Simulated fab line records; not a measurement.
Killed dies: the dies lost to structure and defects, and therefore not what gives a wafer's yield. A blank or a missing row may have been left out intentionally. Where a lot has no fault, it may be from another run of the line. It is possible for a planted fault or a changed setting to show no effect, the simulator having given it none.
fab line records ; flow n5_finfet
record lots=4; wafers=11; last_day=15
route steps=1938 shown MOL_CONTACT_COAG@550 BEOL_M4@1111 PASSIVATION@1936
lots untouched by any fault: they come from a run of this same line in which no faults occurred
start_h: hours from the record's opening day to when the first of the lot's shown wafers began ; wait_h: how many hours have passed since the lot's step before this one ; " identical to the entry in the row above ; L1.1+2: a single row standing in for several wafers ; - either no value or no given start ; * or withheld: withheld ; < > ~ a bound
route shown NAME@n: names a module that has steps shown in the file, with the first one's number in the route ; usual: the fault-free wafers' mean and standard deviation ; same: alike in all rows ; chamber/n: place in a boat ; sites: each site's reading ; _std_site: the values' standard deviation ; _edge_site: outer sites' mean less inner sites' ; radius_mm: how far each site lies from the wafer's centre ; mask NAME#n: copy n ; behind: tool/chamber where the wafer was last shaped ; hold: the reason the lot was held/the length of the hold in hours/how it ended ; device: whichever transistor did not switch (one of n, p or np) ; end of line: tests of these same wafers at the route's end ; a step with no rows: only its recipe ; killed: dies lost to structure and defects at the first sort, not the wafer's yield ; map: shows each die of a wafer: x if killed, . if not, _ if none is there
set.NAME: the setting that was run; set.NAME@STEP: the one run at that earlier step ; model.NAME: the simulator's own value behind a step, which no gauge read
a table for each step, a row for each wafer; lots at some steps of the route
services: when a tool's chamber went out of use (start_h, in hours from the record's first day, below 0 if earlier), for how many hours, and the reason
## steps
# step N5_MOL_CONTACT_COAG_PRE_CLEAN_142
# recipe gas=H2/He; time_s=60; temp_c=300
# step N5_MOL_CONTACT_COAG_SPUTTER_130
# recipe material=Co; target_thk_a=475; temp_c=25; chamber_pressure_pa=0.5; power_w=3000
# step N5_MOL_CONTACT_COAG_PRECLEAN_125
# recipe chemistry=DIW; time_s=57.5; temp_c=23
# step N5_MOL_CONTACT_COAG_SRD_126
# recipe dry_time_s=32; dry=n2_spin; spin_rpm=1500
# step N5_MOL_CONTACT_COAG_CMP_23
# recipe stop_on=SiO2; t_overpolish_s=1.5; post_cmp_clean=cu_alkaline; down_force_psi=2; platen_rpm=50.289; pad_velocity_m_s=1.0006; target_thk_nm=0
# step N5_MOL_CONTACT_COAG_WET_ETCH_26
# recipe target=Co; target_depth_nm=13
# step N5_MOL_CONTACT_COAG_WET_ETCH_116
# recipe chemistry=SC1-inhibited; target_depth_nm=4.6; dry=ipa_marangoni; rinse_time_s=30; rinse_temp_c=23
# step N5_MOL_CONTACT_COAG_ALD_27
# recipe material=SiOC; target_thk_a=170; temp_c=400; ald_precursor_family=carbosiloxane; ald_co_reactant=H2-plasma; pulse_time_s=1.5; time_s=2720; purge_time_s=2; co_reactant_purge_time_s=2; ald_cycles=340; pressure_torr=2
# step N5_MOL_CONTACT_COAG_CMP_28
# recipe stop_on=SiNx; t_overpolish_s=0.85; post_cmp_clean=alkaline_brush; down_force_psi=4.15; platen_rpm=51.8; pad_velocity_m_s=1.0307; target_thk_nm=14.522
# step N5_MOL_CONTACT_COAG_ALD_123
# recipe material=SiNx; target_thk_a=50; temp_c=400; ald_precursor_family=SiH2I2; ald_co_reactant=N2/H2-plasma; pulse_time_s=1; purge_time_s=2; co_reactant_purge_time_s=2; ald_cycles=100; pressure_torr=2
# usual ald_cycles=100/0; heater_power_w=836/75; precursor_pulse_height_rel=1.000/0.02
lot.wafer;tool;chamber;start_h;wait_h;ald_cycles;heater_power_w;precursor_pulse_height_rel;since_wet_clean_h;model.SiNx_of_MOL_CONTACT_COAG_ALD_123.thk_nm
L171.1;ald_sin-02;2;141.74;0.0;100;787;0.991;43;5
L171.3;ald_sin-02;3;141.74;0.0;100;799;0.999;43;5
L171.4;ald_sin-02;0;141.74;0.0;100;747;1.006;43;5
L172.2;ald_sin-02;1;143.64;0.3;100;775;0.985;45;5
L172.3;ald_sin-02;0;143.64;0.3;186;753;0.997;45;9.2
L172.4;ald_sin-02;2;143.64;0.3;100;776;0.993;45;5
L174.2;ald_sin-03;2;158.59;0.0;100;831;1.018;347;5
L174.4;ald_sin-03;1;158.59;0.0;100;925;0.989;347;5
L174.5;ald_sin-03;0;158.59;0.0;100;825;1.004;-;5
L175.4;ald_sin-02;0;163.71;0.0;100;726;1.006;65;5
L175.5;ald_sin-02;1;163.71;0.0;186;808;0.975;-;9.4
# step N5_MOL_CONTACT_COAG_PECVD_31
# recipe material=SiO2; target_thk_a=460; temp_c=400; precursor=TEOS/O2; pressure_torr=6.5; rf_w=withheld; teos_flow_sccm=withheld; gas=O2; flow_sccm=2650; time_s=8.9
# step N5_MOL_CONTACT_COAG_COAT_75
# recipe resist=SOC; temp_c=250; time_s=60; spin_rpm=1500; resist_thk_nm=60
# step N5_MOL_CONTACT_COAG_COAT_76
# recipe resist=SiARC; temp_c=220; time_s=60; spin_rpm=1500; resist_thk_nm=10
# step N5_MOL_CONTACT_COAG_COAT_77
# recipe resist=underlayer; temp_c=205; time_s=60; spin_rpm=1500; resist_thk_nm=10
# step N5_MOL_CONTACT_COAG_COAT_78
# recipe resist=CAR-EUV; spin_rpm=1500; resist_thk_nm=40
# step N5_MOL_CONTACT_COAG_EBR_80
# recipe solvent=PGMEA; ebr_width_mm=1.5
# step N5_MOL_CONTACT_COAG_SOFTBAKE_79
# recipe temp_c=110; time_s=60; resist=CAR-EUV
# step N5_MOL_CONTACT_COAG_EXPOSE_81
# recipe mask_id=VG; na=0.33; source_shape=annular; sigma_inner=0.3; sigma_outer=0.7; polarization=unpolarized; defocus_nm=0; dose_mj=59.5
# step N5_MOL_CONTACT_COAG_PEB_82
# recipe peb_temp_c=100; peb_time_s=60; resist=CAR-EUV
# step N5_MOL_CONTACT_COAG_DEVELOP_83
# recipe develop_time_s=30; developer=TMAH; resist=CAR-EUV; rinse_liquid=surfactant_rinse; dry=air_spin; dev_temp_c=23
# step N5_MOL_CONTACT_COAG_DESCUM_88
# recipe chemistry=O2; time_s=7; source_power_w=50; bias_power_w=20; pressure_mtorr=20; rf_frequency_hz=2.712e+07; temp_c=40; resist=CAR-EUV; o2_flow_sccm=225
# step N5_MOL_CONTACT_COAG_ETCH_89
# recipe chemistry=N2/H2; target=underlayer; target_depth_a=130; mask_material=CAR-EUV; time_s=10.4; ion_energy_ev=200; pressure_mtorr=30; source_w=840; bias_w=150; n2_flow_sccm=200; h2_flow_sccm=200; ends=cleared
# step N5_MOL_CONTACT_COAG_ETCH_90
# recipe chemistry=CF4; target=SiARC; target_depth_a=130; mask_material=CAR-EUV; time_s=21.7; ion_energy_ev=80; pressure_mtorr=40; source_w=545; bias_w=36; Ar_flow_sccm=100; cf4_flow_sccm=100; ends=cleared
# step N5_MOL_CONTACT_COAG_ALD_131
# recipe material=SiO2; target_thk_a=50; temp_c=100; ald_precursor_family=BDEAS; ald_co_reactant=O2-plasma; pulse_time_s=1; co_reactant_pulse_time_s=1; purge_time_s=2; co_reactant_purge_time_s=2; ald_cycles=35; pressure_torr=2
# step N5_MOL_CONTACT_COAG_ETCHBACK_132
# recipe chemistry=CHF3; target=SiO2; target_depth_a=100; time_s=6.7; ion_energy_ev=200; pressure_mtorr=30; source_w=610; bias_w=170; Ar_flow_sccm=200; CHF3_flow_sccm=50
# step N5_MOL_CONTACT_COAG_ETCH_91
# recipe chemistry=N2/H2; target=SOC; target_depth_a=600; overetch_a=210; mask_material=SiARC; temp_c=40; time_s=101.2; ion_energy_ev=200; pressure_mtorr=30; source_w=840; bias_w=150; n2_flow_sccm=200; h2_flow_sccm=200
# step N5_MOL_CONTACT_COAG_STRIP_92
# recipe chemistry=N2/H2; temp_c=40; n2_flow_sccm=200; h2_flow_sccm=200; rf_frequency_hz=6e+07
# step N5_MOL_CONTACT_COAG_STRIP_93
# recipe chemistry=N2/H2; temp_c=40; n2_flow_sccm=200; h2_flow_sccm=200; rf_frequency_hz=6e+07
# step N5_MOL_CONTACT_COAG_ETCHBACK_135
# recipe chemistry=CHF3; target=SiO2; target_depth_a=250; time_s=16.7; ion_energy_ev=200; pressure_mtorr=30; source_w=610; bias_w=170; Ar_flow_sccm=200; CHF3_flow_sccm=50
# step N5_MOL_CONTACT_COAG_STRIP_118
# recipe chemistry=CHF3; resist=SiARC; rf_frequency_hz=6e+07
# step N5_MOL_CONTACT_COAG_VIA_ETCH_46
# recipe chemistry=C4F6/O2; target_depth_a=460; overetch_a=92; mask_material=SOC; target=SiO2; bias_w=455; pressure_mtorr=10; time_s=40; source_w=325; Ar_flow_sccm=300; C4F6_flow_sccm=10; O2_flow_sccm=10; ion_energy_ev=575.3; ends=end_point
# step N5_MOL_CONTACT_COAG_STRIP_96
# recipe chemistry=N2/H2; power_w=500; temp_c=40; pressure_mtorr=50; rf_frequency_hz=6e+07; overash_fraction=0.3; bias_power_w=28; h2_frac=0.5; n2_flow_sccm=300; h2_flow_sccm=300
# step N5_MOL_CONTACT_COAG_ETCH_47
# recipe chemistry=CH3F/O2; target=SiNx; target_depth_a=270; mask_material=SiO2; stop_on=W; over_etch_frac=0.2; ion_energy_ev=120; endpoint=OES-CN; pressure_mtorr=30; source_w=395; bias_w=73; Ar_flow_sccm=150; CH3F_flow_sccm=30; O2_flow_sccm=20; ends=end_point
# step N5_MOL_CONTACT_COAG_STRIP_119
# recipe chemistry=N2/H2; time_s=30; power_w=1000; temp_c=250; pressure_mtorr=withheld; n2_flow_sccm=1750; h2_flow_sccm=3250
# step N5_MOL_CONTACT_COAG_PRECLEAN_144
# recipe chemistry=alkaline_clean; temp_c=60; time_s=60; do_ppb=50
# step N5_MOL_CONTACT_COAG_SRD_145
# recipe dry=ipa_marangoni; time_s=30; temp_c=23; rinse_liquid=diw
# step N5_MOL_CONTACT_COAG_ETCH_124
# recipe chemistry=CH3F/O2; target=SiNx; target_depth_a=65; mask_material=SOC; stop_on=SiOC; over_etch_frac=0.3; ion_energy_ev=120; pressure_mtorr=30; source_w=395; bias_w=73; Ar_flow_sccm=150; CH3F_flow_sccm=30; O2_flow_sccm=20; ends=end_point
# usual drypump_motor_current_A=5.9/0.64; mfc_ar_sccm=150.0/0.48; oes_product_au=0.66/0.057; rf_vpp_V=298/5.4; showerhead_plenum_p_Torr=2.02/0.078; throttle_valve_pct=16.29/0.2
lot.wafer;tool;chamber;start_h;wait_h;drypump_motor_current_A;mfc_ar_sccm;oes_product_au;rf_hours_counter_h;rf_vpp_V;showerhead_plenum_p_Torr;throttle_valve_pct;model.etch.depth_nm
L171.1;rie_diel-01;1;145.15;0.0;6.2;149.4;0.71;81;303;2.11;16.27;5.003
L171.3;rie_diel-01;3;145.15;0.0;5.1;149.8;0.74;42;293;1.97;16.08;4.96
L171.4;rie_diel-01;0;145.15;0.0;6.8;150.4;0.64;155;303;2.01;16.45;5.003
L172.2;rie_diel-01;3;146.83;0.0;5.1;150.5;0.73;42;292;1.97;16.05;4.999
L172.3;rie_diel-01;0;146.83;0.0;6.8;149.9;0.75;155;302;2.01;16.45;6.41
L172.4;rie_diel-01;1;146.83;0.0;6.1;150.3;0.71;81;303;2.11;16.25;5.009
L174.2;rie_diel-01;1;161.74;0.0;6.1;150.7;0.70;86;302;2.11;16.26;4.99
L174.4;rie_diel-01;3;161.74;0.0;5.1;149.4;0.73;47;293;1.97;16.08;5.012
L174.5;rie_diel-01;3;161.74;0.0;5.1;149.7;0.73;-;292;1.97;16.08;5.001
L175.4;rie_diel-01;0;166.69;0.0;6.8;150.7;0.64;-;304;2.01;16.47;5.04
L175.5;rie_diel-01;1;166.69;0.0;6.2;150.5;0.84;-;302;2.11;16.28;6.663
# step N5_BEOL_M4_RC_MEAS_101
# usual DIBL_N=36.3/1.8; DIBL_P=36.5/2.1; IOFF_N=0.16/0.031; IOFF_P=0.22/0.038; ION_N=677/12; ION_P=466/7.8; SS_N=71.5/0.61; SS_P=73.2/0.7; VT_N=249/3; VT_P=-248.9/3
lot.wafer;tool;chamber;start_h;wait_h;DIBL_N[mV/V];DIBL_P[mV/V];IOFF_N[nA/um];IOFF_P[nA/um];ION_N[uA/um];ION_P[uA/um];SS_N[mV/dec];SS_P[mV/dec];VT_N[mV];VT_P[mV]
L171.1;prober-02;0;216.87;0.0;37.0;39.4;0.22;0.31;692;484;71.1;73.6;242;-241.3
L171.3;prober-02;0;216.87;0.0;37.5;40.0;0.22;0.31;707;490;71.5;73.4;241;-240.8
L171.4;prober-02;0;216.87;0.0;36.3;38.1;0.19;0.28;680;473;71.8;73.4;246;-241.1
L172.2;prober-02;0;226.26;0.2;36.9;37.8;0.15;0.19;671;463;71.3;73.4;252;-254.9
L172.4;prober-02;0;226.26;0.2;36.4;36.7;0.15;0.18;677;463;70.9;73.2;249;-254.6
L174.2;prober-01;0;236.95;0.2;36.4;35.9;0.14;0.20;676;473;71.2;72.5;251;-250.9
L174.4;prober-01;0;236.95;0.2;39.8;38.5;0.19;0.24;682;465;71.5;73.9;247;-249.4
L174.5;prober-01;0;236.95;0.2;37.5;35.8;0.15;0.19;674;460;71.9;73.0;253;-252.9
L175.4;prober-02;0;249.18;0.5;36.6;35.6;0.18;0.23;686;470;71.3;73.3;246;-248.0
# step N5_PASSIVATION_PROBE_49
# usual defect_limited_yield=91.2/1.5; killed_at_M0_to_M3=33/9.6; killed_at_M4_up=14/5.6; killed_at_contacts=14/5.5; killed_at_front_end=40/13; killed_at_other=4/3; killed_dies=104/17; killed_on_rim=14/4.3; killed_open=68/13; killed_short=33/7.2; sort_bin_5_function=5.2/0.95; sort_bin_6_memory=3.3/0.62; sort_n_pass=1076/17; sort_yield_pct=91.2/1.5
# same gross_dies=1180; killed_at_back_side=0; sort_bin_4_leakage[%]=0; sort_bin_8_speed[%]=0
lot.wafer;tool;chamber;start_h;wait_h;defect_limited_yield[%];killed_at_M0_to_M3;killed_at_M4_up;killed_at_contacts;killed_at_front_end;killed_at_other;killed_dies;killed_on_rim;killed_open;killed_short;sort_bin_5_function[%];sort_bin_6_memory[%];sort_n_pass;sort_yield_pct[%]
L171.1;prober-01;-;322.49;0.0;90.6;46;11;25;28;1;111;15;67;41;4.7;4.1;1069;90.6
L171.3;prober-01;-;322.59;0.1;92.2;26;10;21;32;3;92;12;63;29;5.1;2.5;1088;92.2
L171.4;prober-01;-;322.64;0.2;91.0;32;14;26;34;0;106;17;70;31;4.2;3.8;1074;91.0
L172.3;prober-02;-;332.00;0.1;0;34;26;1090;29;1;1180;152;69;31;97.0;2.9;0;0
L174.2;prober-02;-;341.97;0.1;91.7;32;13;15;38;0;98;19;68;27;4.6;3.3;1082;91.7
L174.4;prober-02;-;342.07;0.2;90.1;42;11;16;45;3;117;13;84;31;6.0;3.6;1063;90.1
L174.5;prober-02;-;342.12;0.2;88.8;37;15;14;61;5;132;14;87;44;7.0;3.7;1048;88.8
L175.4;prober-01;-;360.39;0.2;92.2;18;18;18;35;3;92;6;65;26;4.6;3.1;1088;92.2
L175.5;prober-01;-;360.44;0.2;0;27;11;1112;26;4;1180;152;62;34;96.7;3.2;0;0
# killed by level:class
L171.1 MOL_CONTACT_COAG:geometric_particle:open=17 BEOL_M0_SAQP:geometric_particle:short=12 BEOL_M2:geometric_particle:open=10 BEOL_M0_SAQP:geometric_particle:open=9 MOL_CONTACT_COAG:geometric_particle:short=8 STI_FIN_REVEAL:geometric_particle:open=4 STARTING-WAFER:geometric_particle:short=4 FIN_SAQP:geometric_particle:open=3
L171.3 MOL_CONTACT_COAG:geometric_particle:open=18 STI_FIN_REVEAL:geometric_particle:open=9 BEOL_M2:geometric_particle:open=7 BEOL_M3:geometric_particle:open=6 FIN_SAQP:geometric_particle:short=5 BEOL_M0_SAQP:geometric_particle:open=5 GATE_CUT:geometric_particle:short=4 STARTING-WAFER:geometric_particle:open=4
L171.4 MOL_CONTACT_COAG:geometric_particle:open=18 BEOL_M2:geometric_particle:open=11 MOL_CONTACT_COAG:geometric_particle:short=8 BEOL_M4:geometric_particle:open=8 BEOL_M0_SAQP:geometric_particle:short=7 STI_FIN_REVEAL:geometric_particle:open=6 DUMMY_GATE:geometric_particle:open=5 BEOL_M3:geometric_particle:open=5
L172.3 MOL_CONTACT_COAG:area_etch=1079 BEOL_M2:geometric_particle:open=16 MOL_CONTACT_COAG:geometric_particle:open=10 FIN_SAQP:geometric_particle:short=7 BEOL_M4:geometric_particle:open=7 BEOL_M4:geometric_particle:short=5 BEOL_M5:geometric_particle:open=5 ILD0:geometric_particle:open=4
L174.2 MOL_CONTACT_COAG:geometric_particle:open=14 BEOL_M0_SAQP:geometric_particle:open=13 FIN_SAQP:geometric_particle:open=12 FIN_SAQP:geometric_particle:short=8 BEOL_M0_SAQP:geometric_particle:short=7 BEOL_M1:geometric_particle:open=7 DUMMY_GATE:geometric_particle:open=5 BEOL_M4:geometric_particle:open=5
L174.4 DUMMY_GATE:geometric_particle:open=17 FIN_SAQP:geometric_particle:open=15 MOL_CONTACT_COAG:geometric_particle:open=13 BEOL_M1:geometric_particle:open=10 BEOL_M0_SAQP:geometric_particle:short=9 BEOL_M0_SAQP:geometric_particle:open=9 FIN_SAQP:geometric_particle:short=7 BEOL_M4:geometric_particle:open=6
L174.5 FIN_SAQP:geometric_particle:open=24 FIN_SAQP:geometric_particle:short=15 MOL_CONTACT_COAG:geometric_particle:open=13 BEOL_M0_SAQP:geometric_particle:short=9 BEOL_M0_SAQP:geometric_particle:open=9 BEOL_M1:geometric_particle:open=7 BEOL_M4:geometric_particle:open=6 GATE_CUT:geometric_particle:short=4
L175.4 MOL_CONTACT_COAG:geometric_particle:open=17 FIN_SAQP:geometric_particle:open=11 BEOL_M4:geometric_particle:open=8 STARTING-WAFER:geometric_particle:open=5 STI_FIN_REVEAL:geometric_particle:open=4 BEOL_M2:geometric_particle:open=4 FIN_SAQP:geometric_particle:short=3 ILD0:geometric_particle:short=3
L175.5 MOL_CONTACT_COAG:area_etch=1084 MOL_CONTACT_COAG:geometric_particle:open=21 MOL_CONTACT_COAG:geometric_particle:short=7 BEOL_M2:geometric_particle:open=7 BEOL_M0_SAQP:geometric_particle:open=5 BEOL_M5:geometric_particle:short=4 STARTING-WAFER:geometric_particle:short=4 STARTING-WAFER:geometric_particle:open=4
# map L172.3 (x killed, . not)
_________________xxxxxxxxxxxx________________
______________xxxxxxxxxxxxxxxxxx_____________
___________xxxxxxxxxxxxxxxxxxxxxxxx__________
__________xxxxxxxxxxxxxxxxxxxxxxxxxx_________
________xxxxxxxxxxxxxxxxxxxxxxxxxxxxxx_______
_______xxxxxxxxxxxxxxxxxxxxxxxxxxxxxxxx______
______xxxxxxxxxxxxxxxxxxxxxxxxxxxxxxxxxx_____
_____xxxxxxxxxxxxxxxxxxxxxxxxxxxxxxxxxxxx____
____xxxxxxxxxxxxxxxxxxxxxxxxxxxxxxxxxxxxxx___
___xxxxxxxxxxxxxxxxxxxxxxxxxxxxxxxxxxxxxxxx__
___xxxxxxxxxxxxxxxxxxxxxxxxxxxxxxxxxxxxxxxx__
__xxxxxxxxxxxxxxxxxxxxxxxxxxxxxxxxxxxxxxxxxx_
__xxxxxxxxxxxxxxxxxxxxxxxxxxxxxxxxxxxxxxxxxx_
_xxxxxxxxxxxxxxxxxxxxxxxxxxxxxxxxxxxxxxxxxxxx
_xxxxxxxxxxxxxxxxxxxxxxxxxxxxxxxxxxxxxxxxxxxx
_xxxxxxxxxxxxxxxxxxxxxxxxxxxxxxxxxxxxxxxxxxxx
_xxxxxxxxxxxxxxxxxxxxxxxxxxxxxxxxxxxxxxxxxxxx
_xxxxxxxxxxxxxxxxxxxxxxxxxxxxxxxxxxxxxxxxxxxx
_xxxxxxxxxxxxxxxxxxxxxxxxxxxxxxxxxxxxxxxxxxxx
_xxxxxxxxxxxxxxxxxxxxxxxxxxxxxxxxxxxxxxxxxxxx
_xxxxxxxxxxxxxxxxxxxxxxxxxxxxxxxxxxxxxxxxxxxx
__xxxxxxxxxxxxxxxxxxxxxxxxxxxxxxxxxxxxxxxxxx_
__xxxxxxxxxxxxxxxxxxxxxxxxxxxxxxxxxxxxxxxxxx_
___xxxxxxxxxxxxxxxxxxxxxxxxxxxxxxxxxxxxxxxx__
___xxxxxxxxxxxxxxxxxxxxxxxxxxxxxxxxxxxxxxxx__
____xxxxxxxxxxxxxxxxxxxxxxxxxxxxxxxxxxxxxx___
_____xxxxxxxxxxxxxxxxxxxxxxxxxxxxxxxxxxxx____
______xxxxxxxxxxxxxxxxxxxxxxxxxxxxxxxxxx_____
_______xxxxxxxxxxxxxxxxxxxxxxxxxxxxxxxx______
________xxxxxxxxxxxxxxxxxxxxxxxxxxxxxx_______
__________xxxxxxxxxxxxxxxxxxxxxxxxxx_________
___________xxxxxxxxxxxxxxxxxxxxxxxx__________
______________xxxxxxxxxxxxxxxxxx_____________
_________________xxxxxxxxxxxx________________
# map L175.5 (x killed, . not)
_________________xxxxxxxxxxxx________________
______________xxxxxxxxxxxxxxxxxx_____________
___________xxxxxxxxxxxxxxxxxxxxxxxx__________
__________xxxxxxxxxxxxxxxxxxxxxxxxxx_________
________xxxxxxxxxxxxxxxxxxxxxxxxxxxxxx_______
_______xxxxxxxxxxxxxxxxxxxxxxxxxxxxxxxx______
______xxxxxxxxxxxxxxxxxxxxxxxxxxxxxxxxxx_____
_____xxxxxxxxxxxxxxxxxxxxxxxxxxxxxxxxxxxx____
____xxxxxxxxxxxxxxxxxxxxxxxxxxxxxxxxxxxxxx___
___xxxxxxxxxxxxxxxxxxxxxxxxxxxxxxxxxxxxxxxx__
___xxxxxxxxxxxxxxxxxxxxxxxxxxxxxxxxxxxxxxxx__
__xxxxxxxxxxxxxxxxxxxxxxxxxxxxxxxxxxxxxxxxxx_
__xxxxxxxxxxxxxxxxxxxxxxxxxxxxxxxxxxxxxxxxxx_
_xxxxxxxxxxxxxxxxxxxxxxxxxxxxxxxxxxxxxxxxxxxx
_xxxxxxxxxxxxxxxxxxxxxxxxxxxxxxxxxxxxxxxxxxxx
_xxxxxxxxxxxxxxxxxxxxxxxxxxxxxxxxxxxxxxxxxxxx
_xxxxxxxxxxxxxxxxxxxxxxxxxxxxxxxxxxxxxxxxxxxx
_xxxxxxxxxxxxxxxxxxxxxxxxxxxxxxxxxxxxxxxxxxxx
_xxxxxxxxxxxxxxxxxxxxxxxxxxxxxxxxxxxxxxxxxxxx
_xxxxxxxxxxxxxxxxxxxxxxxxxxxxxxxxxxxxxxxxxxxx
_xxxxxxxxxxxxxxxxxxxxxxxxxxxxxxxxxxxxxxxxxxxx
__xxxxxxxxxxxxxxxxxxxxxxxxxxxxxxxxxxxxxxxxxx_
__xxxxxxxxxxxxxxxxxxxxxxxxxxxxxxxxxxxxxxxxxx_
___xxxxxxxxxxxxxxxxxxxxxxxxxxxxxxxxxxxxxxxx__
___xxxxxxxxxxxxxxxxxxxxxxxxxxxxxxxxxxxxxxxx__
____xxxxxxxxxxxxxxxxxxxxxxxxxxxxxxxxxxxxxx___
_____xxxxxxxxxxxxxxxxxxxxxxxxxxxxxxxxxxxx____
______xxxxxxxxxxxxxxxxxxxxxxxxxxxxxxxxxx_____
_______xxxxxxxxxxxxxxxxxxxxxxxxxxxxxxxx______
________xxxxxxxxxxxxxxxxxxxxxxxxxxxxxx_______
__________xxxxxxxxxxxxxxxxxxxxxxxxxx_________
___________xxxxxxxxxxxxxxxxxxxxxxxx__________
______________xxxxxxxxxxxxxxxxxx_____________
_________________xxxxxxxxxxxx________________
## services
tool;chamber;start_h;hours;kind
ald_sin-02;-;122.50;0.9;repair
rie_diel-01;3;165.61;6.2;repair
## key
first_sign step=N5_MOL_CONTACT_COAG_ALD_123; reading=ald_cycles; direction=up; sigmas=99+; usual=*; struck=*
effect step=N5_PASSIVATION_PROBE_49; reading=killed_at_contacts; direction=up; sigmas=99+; usual=14; struck=1101
model_effect step=N5_MOL_CONTACT_COAG_ALD_123; value=SiNx_of_MOL_CONTACT_COAG_ALD_123.thk_nm; without=5; struck=9.3
model_effect step=N5_MOL_CONTACT_COAG_ETCH_124; value=etch.depth_nm; without=5.026; struck=6.536
more_kills_born_at N5_MOL_CONTACT_COAG_ETCH_48@rie_diel-01=2163
met_at N5_MOL_CONTACT_COAG_ALD_123
struck_wafers L172.3,L175.5
later_rows_left_out L172.3,L175.5
onset_between 141.74 143.64
fault kind=process_parameter_drift; tool=ald_sin-02; chamber=-; onset_h=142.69; steps=N5_MOL_CONTACT_COAG_ALD_123; channel=ald_cycles; offset=*; shape=step; end_h=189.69; scope=struck_wafers_only; acts_in=*; stated=*
# later_rows_left_out: the simulator's readings of these wafers behind a module that went badly wrong aren't trusted and aren't shown, but for the sort
